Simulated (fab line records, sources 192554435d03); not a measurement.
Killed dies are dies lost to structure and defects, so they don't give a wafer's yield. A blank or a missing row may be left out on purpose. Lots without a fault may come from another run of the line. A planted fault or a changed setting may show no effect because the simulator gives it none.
fab line records | flow n5_finfet
record lots=10 wafers=29 last_day=19
route steps=1938 shown BEOL_M4@1111 BEOL_M9@1447 BEOL_M10@1470 PASSIVATION@1936
lots that met no fault: from a run of the same line without faults
start_h: hours from the record's first day to the start of the lot's first wafer shown | wait_h: hours since the lot's step before | " the same as in the row above | L1.1+2: a row that stands for several wafers | - no value, or no start given | * or withheld: withheld | < > ~ a bound
route shown NAME@n: a module of which the file shows steps, and the number in the route of the first | usual: mean/standard deviation of fault-free wafers | same: alike in all rows | chamber/n: place in a boat | sites: the reading at each site | _std_site: their standard deviation | _edge_site: outer sites' mean less inner sites' | radius_mm: how far each site lies from the wafer's centre | mask NAME#n: copy n | behind: the tool/chamber that last shaped the wafer | hold: why the lot was held/for how many hours/how that ended | device: the transistor (n, p or np) that didn't switch | end of line: the same wafers' tests at the end of the route | a step without rows: its recipe alone | killed: dies lost to structure and defects at the first sort, not the wafer's yield | map: a wafer's dies, x killed, . not, _ none there
set.NAME: the setting as run; set.NAME@STEP: as run at that earlier step | model.NAME: the simulator's own value behind a step, which no gauge read
steps of the route over a sample of lots; a table a step, a row a wafer
services: from which hour (start_h, from the record's first day; less than 0 if before it) a tool's chamber was out of use, for how many hours, and why
## steps
# step N5_BEOL_M4_RC_MEAS_101
# usual DIBL_N=36.0/2.2 DIBL_P=36.2/2.4 IOFF_N=0.16/0.035 IOFF_P=0.21/0.037 ION_N=672/13 ION_P=461/7 SS_N=71.4/0.69 SS_P=73.2/0.75 VT_N=250/3.4 VT_P=-251/3
# columns lot.wafer tool chamber start_h wait_h DIBL_N[mV/V] DIBL_P[mV/V] IOFF_N[nA/um] IOFF_P[nA/um] ION_N[uA/um] ION_P[uA/um] SS_N[mV/dec] SS_P[mV/dec] VT_N[mV] VT_P[mV]
L467.2 prober-01 0 202.54 0.2 38.5 37.1 0.18 0.22 671 458 72.7 73.8 247 -250
L467.3 " 0 " " 39.2 37.9 0.21 0.24 679 458 71.8 73.9 248 -246
L466.1 prober-02 0 207.70 0.0 33.4 33.8 0.13 0.17 678 460 70.8 72.1 252 -251
L466.4 " 0 " " 30.8 32.2 0.10 0.16 659 462 70.2 72.1 257 -254
L466.6 " 0 " " 33.7 34.7 0.14 0.19 679 465 70.8 72.4 249 -253
L471.1 prober-01 0 235.09 0.0 35.2 34.8 0.14 0.18 665 455 71.1 72.2 253 -255
L471.3 " 0 " " 32.3 32.9 0.11 0.16 655 454 70.3 71.8 254 -252
L471.4 " 0 " " 35.6 36.0 0.14 0.19 667 461 71.0 72.8 251 -254
L475.3 prober-02 0 264.73 0.3 34.0 32.1 0.13 0.18 666 458 71.1 72.2 253 -250
L475.4 " 0 " " 36.6 35.7 0.18 0.24 673 470 72.5 73.2 246 -246
L475.6 " 0 " " 33.7 32.3 0.12 0.18 665 460 70.4 72.5 253 -248
L479.3 prober-02 0 302.42 0.3 35.7 36.3 0.16 0.20 673 466 71.7 73.6 251 -253
L479.5 " 0 " " 36.6 37.7 0.17 0.22 665 464 72.0 73.7 251 -252
L479.6 " 0 " " 34.8 36.3 0.15 0.20 669 458 71.0 73.3 250 -253
L481.1 prober-02 0 303.93 0.0 34.0 34.4 0.13 0.17 664 454 71.3 72.1 252 -252
L481.3 " 0 " " 35.8 34.3 0.15 0.17 663 451 71.9 73.3 253 -250
L481.6 " 0 " " 34.9 34.8 0.14 0.18 663 455 72.2 72.4 252 -253
L483.2 prober-01 0 304.76 0.2 40.9 41.1 0.26 0.30 700 476 72.6 75.2 243 -247
L483.3 " 0 " " 38.3 37.2 0.18 0.23 689 466 71.8 73.6 249 -251
L483.6 " 0 " " 38.9 38.2 0.20 0.24 691 462 71.8 74.7 249 -249
L485.3 prober-01 0 316.21 0.3 36.3 35.8 0.16 0.18 681 460 71.5 72.7 248 -254
L485.5 " 0 " " 36.5 36.5 0.16 0.19 684 460 71.9 73.1 253 -252
L485.6 " 0 " " 39.1 39.1 0.21 0.23 696 462 71.9 73.3 245 -251
L487.3 prober-02 0 338.34 0.3 37.0 38.6 0.19 0.23 689 460 71.7 74.1 247 -250
L487.4 " 0 " " 37.4 39.4 0.20 0.23 696 470 72.3 73.4 247 -251
L487.5 " 0 " " 35.2 37.4 0.17 0.21 681 468 71.6 73.8 250 -251
L488.1 prober-01 0 341.10 0.0 36.0 35.5 0.14 0.20 676 466 70.8 73.0 251 -249
L488.3 " 0 " " 37.5 37.4 0.18 0.24 682 473 71.7 73.2 249 -247
L488.4 " 0 " " 36.2 36.2 0.16 0.21 678 466 71.3 73.0 250 -248
# step N5_BEOL_M9_ETCH_41
# recipe chemistry=CH3F/O2 target=SiCN target_depth_a=366 taper_deg=2 time_s=70.1 ion_energy_ev=120 mask_material=TiN pressure_mtorr=30 source_w=395 bias_w=75 Ar_flow_sccm=150 CH3F_flow_sccm=30 O2_flow_sccm=20
# usual drypump_motor_current_A=5.8/0.36 oes_product_au=0.81/0.087 rf_vpp_V=297.9/1.4 showerhead_plenum_p_Torr=2.03/0.058 throttle_valve_pct=16.34/0.19
# columns lot.wafer tool chamber start_h wait_h drypump_motor_current_A oes_product_au rf_hours_counter_h rf_vpp_V showerhead_plenum_p_Torr throttle_valve_pct
L467.2 rie_diel-05 2 - - 5.0 0.73 194 294.9 1.92 16.33
L467.3 " 1 " " 6.0 0.75 156 298.1 1.99 16.34
L466.1 rie_diel-05 0 - - 6.1 0.68 234 297.1 2.06 16.54
L466.4 " 0 " " 6.1 0.68 - 297.8 2.06 16.53
L466.6 " 2 " " 5.0 0.74 - 295.7 1.92 16.33
L471.1 rie_diel-05 1 - - 6.0 0.73 167 295.8 1.98 16.36
L471.3 " 3 " " 5.8 0.95 6 298.4 2.04 16.13
L471.4 " 2 " " 5.0 0.73 205 295.9 1.91 16.34
L475.3 rie_diel-01 3 - - 5.8 0.82 96 297.2 2.02 16.43
L475.4 " 2 " " 5.9 0.91 - 298.8 2.11 16.12
L475.6 " 3 " " 5.9 0.82 - 298.6 2.02 16.43
L481.1 rie_diel-05 1 - - 6.0 0.71 191 296.8 1.98 16.41
L481.3 " 0 " " 6.1 0.96 7 299.0 2.05 16.12
L481.6 " 3 " " 5.7 0.87 - 298.3 2.03 16.19
L479.3 rie_diel-05 2 - - 5.0 0.70 229 296.8 1.91 16.39
L479.5 " 1 " " 6.0 0.72 - 297.3 1.98 16.42
L479.6 " 0 " " 6.1 0.96 - 297.2 2.05 16.11
L483.2 rie_diel-05 1 - - 6.0 0.72 192 296.9 1.98 16.41
L483.3 " 3 " " 5.8 0.88 31 296.8 2.03 16.20
L483.6 " 0 " " 6.1 0.97 - 299.0 2.05 16.09
L485.3 rie_diel-02 1 - - 5.7 0.84 59 298.3 2.04 16.20
L485.5 " 3 " " 6.3 0.82 - 300.5 2.10 16.24
L485.6 " 0 " " 5.5 0.70 - 296.8 2.05 16.81
L488.1 rie_diel-05 1 - - 6.0 0.71 200 297.7 1.97 16.42
L488.3 " 3 " " 5.8 0.87 40 297.7 2.03 16.20
L488.4 " 2 " " 5.0 0.69 238 295.9 1.90 16.41
L487.3 rie_diel-01 2 - - 5.8 0.88 64 298.6 2.10 16.19
L487.4 " 0 " " 6.3 0.79 - 298.4 2.01 16.62
L487.5 " 1 " " 5.8 0.85 - 297.1 2.04 16.39
# step N5_BEOL_M9_RS_MEAS_57
# recipe thk_meas_gauge=four-point-probe reads=Cu_of_BEOL_M9_ECD_50+Co_of_BEOL_M9_CVD_78+TaN_of_BEOL_M9_ALD_74
# usual M9_RS=0.1525/0.0029
# columns lot.wafer tool chamber start_h wait_h M9_RS[ohm/sq]
L467.2 film_metro-01 - 250.90 0.1 0.1505
L467.3 " - " " 0.1542
L466.1 film_metro-01 - 257.80 0.1 0.1548
L466.4 " - " " 0.1577
L466.6 " - " " 0.1540
L471.1 film_metro-02 - 281.81 0.1 0.1546
L471.3 " - " " 0.1504
L471.4 " - " " 0.1544
L475.3 film_metro-02 - 314.71 0.1 0.1531
L475.4 " - " " 0.1485
L475.6 " - " " 0.1506
L481.1 film_metro-01 - 355.39 0.1 0.1557
L481.3 " - " " 0.1541
L481.6 " - " " 0.1537
L479.3 film_metro-02 - 355.96 0.1 0.1514
L479.5 " - " " 0.1542
L479.6 " - " " 0.1497
L483.2 film_metro-02 - 356.69 0.1 0.1593
L483.3 " - " " 0.1497
L483.6 " - " " 0.1570
L485.3 film_metro-02 - 369.15 0.1 0.1534
L485.5 " - " " 0.1514
L485.6 " - " " 0.1603
L488.1 film_metro-01 - 385.74 0.1 0.1551
L488.3 " - " " 0.1522
L488.4 " - " " 0.1530
L487.3 film_metro-01 - 385.83 0.1 0.1470
L487.4 " - " " 0.1507
L487.5 " - " " 0.1567
# step N5_BEOL_M9_INSPECT_58
# recipe inspect_instrument=darkfield mode=post_dep
# usual raw_defect_count=74/25
# columns lot.wafer tool chamber start_h wait_h raw_defect_count
L467.2 defect_inspect-02 - 250.93 0.0 52
L467.3 " - " " 79
L466.1 defect_inspect-02 - 257.84 0.0 115
L466.4 " - " " 79
L466.6 " - " " 72
L471.1 defect_inspect-02 - 281.83 0.0 66
L471.3 " - " " 127
L471.4 " - " " 77
L475.3 defect_inspect-02 - 314.74 0.0 98
L475.4 " - " " 80
L475.6 " - " " 199
L481.1 defect_inspect-01 - 355.42 0.0 44
L481.3 " - " " 66
L481.6 " - " " 71
L479.3 defect_inspect-01 - 355.99 0.0 99
L479.5 " - " " 77
L479.6 " - " " 73
L483.2 defect_inspect-01 - 356.72 0.0 55
L483.3 " - " " 66
L483.6 " - " " 46
L485.3 defect_inspect-01 - 369.17 0.0 28
L485.5 " - " " 80
L485.6 " - " " 51
L488.1 defect_inspect-01 - 385.77 0.0 76
L488.3 " - " " 77
L488.4 " - " " 63
L487.3 defect_inspect-02 - 385.86 0.0 52
L487.4 " - " " 68
L487.5 " - " " 74
# step N5_BEOL_M10_ILD_DEP_00
# recipe material=SiCOH_lowk target_thk_a=3085.1 temp_c=300 precursor=DEMS/porogen pressure_torr=5 rf_w=500 time_s=58
# usual chamber_pressure_Torr=4.999/0.011 heater_power_outer_w=172/43 heater_power_w=355/65 showerhead_plenum_p_Torr=5.739/0.023 showerhead_vpp_V=1368/56 throttle_valve_pct=14.1/1.3
# columns lot.wafer tool chamber start_h wait_h chamber_pressure_Torr heater_power_outer_w heater_power_w showerhead_plenum_p_Torr showerhead_vpp_V throttle_valve_pct
L467.2 pecvd-03 0 250.96 0.0 4.997 177 359 5.728 1297 16.8
L467.3 " 2 " " 4.985 216 416 5.751 1305 12.8
L466.1 pecvd-02 2 257.88 0.0 5.013 258 479 5.716 1402 13.7
L466.4 " 2 " " 5.006 268 494 5.721 1406 13.7
L466.6 " 0 " " 4.996 185 395 5.694 1299 12.9
L471.1 pecvd-03 0 281.87 0.0 5.003 145 319 5.716 1304 17.0
L471.3 " 1 " " 5.015 154 323 5.767 1423 14.5
L471.4 " 2 " " 4.992 219 434 5.761 1329 12.7
L475.3 pecvd-02 1 314.77 0.0 5.009 123 295 5.733 1355 14.1
L475.4 " 1 " " 5.009 129 305 5.745 1328 14.0
L475.6 " 0 " " 5.001 166 378 5.710 1304 13.1
L481.1 pecvd-02 2 355.45 0.0 - - - - - -
L481.3 " 0 " " - - - - - -
L481.6 " 1 " " - - - - - -
L479.3 pecvd-04 2 356.03 0.0 - - - - - -
L479.5 " 1 " " - - - - - -
L479.6 " 2 " " - - - - - -
L483.2 pecvd-02 1 356.75 0.0 5.003 113 282 5.746 1327 14.1
L483.3 " 0 " " 4.993 167 360 5.711 1333 13.1
L483.6 " 1 " " 5.005 118 292 5.763 1325 14.2
L485.3 pecvd-04 0 369.24 0.1 5.001 150 300 5.747 1405 13.4
L485.5 " 0 " " 4.988 157 310 5.739 1416 13.0
L485.6 " 1 " " 5.015 82 217 5.703 1460 14.9
L488.1 pecvd-03 0 385.81 0.0 5.005 174 351 5.733 1283 16.9
L488.3 " 2 " " 4.986 214 422 5.780 1339 12.4
L488.4 " 0 " " 4.984 184 365 5.730 1272 16.8
L487.3 pecvd-04 0 385.89 0.0 4.986 187 348 5.741 1423 13.1
L487.4 " 0 " " 5.007 132 270 5.727 1410 13.1
L487.5 " 1 " " 4.988 129 283 5.716 1466 14.8
# step N5_BEOL_M10_OCD_MEAS_38
# usual trench_depth_nm=147.9/2.4
# columns lot.wafer tool chamber start_h wait_h trench_depth_nm
L467.2 ocd-01 - 255.49 - 146.2
L467.3 " - " " 153.0
L466.1 ocd-02 - 263.27 - 151.5
L466.4 " - " " 147.9
L466.6 " - " " 146.0
L471.1 ocd-02 - 286.39 - 147.3
L471.3 " - " " 149.7
L471.4 " - " " 152.4
L475.3 ocd-01 - 321.26 - 146.4
L475.4 " - " " 144.4
L475.6 " - " " 148.2
L481.1 ocd-02 - 361.29 - -
L481.3 " - " " -
L481.6 " - " " -
L479.3 ocd-02 - 361.55 - -
L479.5 " - " " -
L479.6 " - " " -
L483.2 ocd-02 - 362.15 - 147.7
L483.3 " - " " 145.7
L483.6 " - " " 145.8
L485.3 ocd-02 - 372.54 - 148.6
L485.5 " - " " 150.5
L485.6 " - " " 148.0
L488.1 ocd-01 - 393.43 - 147.2
L488.3 " - " " 144.5
L488.4 " - " " 146.2
L487.3 ocd-01 - 393.60 - 150.9
L487.4 " - " " 150.5
L487.5 " - " " 147.1
# step N5_PASSIVATION_PROBE_49
# usual defect_limited_yield=91.2/1.4 killed_at_M0_to_M3=34/9.4 killed_at_M4_up=14/5.6 killed_at_contacts=13/7.8 killed_at_front_end=37/10 killed_at_other=4/3.3 killed_dies=103/17 killed_on_rim=14/3.5 killed_open=68/13 killed_short=33/8.2 sort_bin_5_function=5.1/0.92 sort_bin_6_memory=3.3/0.71 sort_bin_8_speed=0.01/0.043 sort_n_pass=1077/17 sort_yield_pct=91.2/1.4
# same gross_dies=1180 killed_at_back_side=0 sort_bin_4_leakage[%]=0
# columns lot.wafer tool chamber start_h wait_h defect_limited_yield[%] killed_at_M0_to_M3 killed_at_M4_up killed_at_contacts killed_at_front_end killed_at_other killed_dies killed_on_rim killed_open killed_short sort_bin_5_function[%] sort_bin_6_memory[%] sort_bin_8_speed[%] sort_n_pass sort_yield_pct[%]
L481.1 prober-02 - 416.83 0.0 0 4 1170 0 5 1 1180 152 7 5 70.4 2.8 0 0 0
L481.3 prober-02 - 416.93 0.1 0 2 1172 2 4 0 1180 152 7 3 73.1 2.6 0 0 0
L481.6 prober-02 - 417.08 0.3 0 4 1167 2 3 4 1180 152 9 7 71.4 3.2 0 0 0
L479.3 prober-02 - 418.77 0.1 0 7 1167 1 4 1 1180 152 8 5 73.8 3.2 0 0 0
L479.6 prober-02 - 418.92 0.3 0 6 1164 5 5 0 1180 152 12 5 73.7 3.1 0 0 0
# killed by level:class
L481.1 BEOL_M10:lost_pattern=1161 BEOL_M10:area_dep=6 BEOL_M0_SAQP:geometric_particle:open=4 GATE_CUT:geometric_particle:short=2 FIN_SAQP:geometric_particle:open=1 GATE_CUT:geometric_particle:open=1 BEOL_M6:coat_microbubble_printed=1 BEOL_M4:geometric_particle:open=1
L481.3 BEOL_M10:lost_pattern=1165 BEOL_M10:area_dep=5 STI_FIN_REVEAL:geometric_particle:open=2 MOL_CONTACT_COAG:geometric_particle:open=2 FIN_SAQP:geometric_particle:short=1 STI_FIN_REVEAL:geometric_particle:short=1 BEOL_M0_SAQP:geometric_particle:open=1 BEOL_M1:geometric_particle:open=1
L481.6 BEOL_M10:lost_pattern=1158 BEOL_M10:area_dep=6 GATE_CUT:geometric_particle:short=2 MOL_CONTACT_COAG:geometric_particle:open=2 BEOL_M0_SAQP:geometric_particle:open=2 PAD_METAL:geometric_particle:short=2 STI_FIN_REVEAL:geometric_particle:open=1 BEOL_M0:geometric_particle:short=1
L479.3 BEOL_M10:lost_pattern=1164 BEOL_M10:area_dep=3 BEOL_M0_SAQP:geometric_particle:open=2 BEOL_M1:geometric_particle:open=2 FIN_SAQP:geometric_particle:short=1 STI_FIN_REVEAL:geometric_particle:short=1 STI_FIN_REVEAL:geometric_particle:open=1 GATE_CUT:geometric_particle:short=1
L479.6 BEOL_M10:lost_pattern=1157 BEOL_M10:area_dep=6 MOL_CONTACT_COAG:geometric_particle:open=4 BEOL_M0_SAQP:geometric_particle:short=3 FIN_SAQP:geometric_particle:open=1 FIN_CUT:geometric_particle:open=1 STI_FIN_REVEAL:geometric_particle:open=1 DUMMY_GATE:geometric_particle:open=1
## services
# columns tool chamber start_h hours kind
pecvd-04 - 224.36 1.5 repair
pecvd-03 0 225.67 2.2 repair
rie_diel-05 0 227.75 9.5 repair
rie_diel-05 3 237.47 - clean
rie_diel-05 3 237.47 - consumable_replace:focus_ring
rie_diel-05 3 237.47 25.4 scheduled_down
rie_diel-05 3 237.47 25.4 vent_cycle
rie_diel-01 3 252.29 4.1 repair
pecvd-03 1 263.70 5.5 scheduled_down
rie_diel-02 - 263.90 1.7 repair
pecvd-04 - 305.66 14.0 repair
rie_diel-05 0 306.85 - clean
rie_diel-05 0 306.85 - consumable_replace:focus_ring
rie_diel-05 0 306.85 23.4 scheduled_down
rie_diel-05 0 306.85 23.4 vent_cycle
rie_diel-01 0 309.55 5.6 repair
rie_diel-01 - 320.61 2.8 pm
pecvd-02 1 324.87 29.1 repair
pecvd-04 0 359.54 2.1 scheduled_down
pecvd-03 - 366.32 6.0 pm
pecvd-04 2 368.09 2.1 scheduled_down
rie_diel-01 3 370.74 13.1 repair
pecvd-02 1 370.88 5.5 scheduled_down
rie_diel-02 3 383.28 7.3 repair
## key
first_sign step=N5_BEOL_M10_ILD_DEP_00 reading=tool_record direction=missing
effect step=N5_BEOL_M10_OCD_MEAS_38 reading=trench_depth_nm direction=missing
effect step=N5_PASSIVATION_PROBE_49 reading=killed_at_M4_up direction=up sigmas=99+ usual=14 struck=1168
met_at N5_BEOL_M10_ILD_DEP_00
struck_lots L479,L481
rows_end L479.5
later_rows_left_out L479.3,L479.6,L481.1,L481.3,L481.6
not_acting_at N5_BEOL_M9_ETCH_41,N5_BEOL_M9_RS_MEAS_57,N5_BEOL_M9_INSPECT_58
onset_between 314.77 355.45
fault kind=skipped_step_whole tool=pecvd-02,pecvd-04 chamber=- onset_h=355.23 steps=N5_BEOL_M10_ILD_DEP_00 scope=struck_lots_only
# later_rows_left_out: the simulator's readings of these wafers behind a module that went badly wrong aren't trusted and aren't shown, but for the sort
# rows_end: these wafers met a further fault down the route, and their rows from its step on are left out
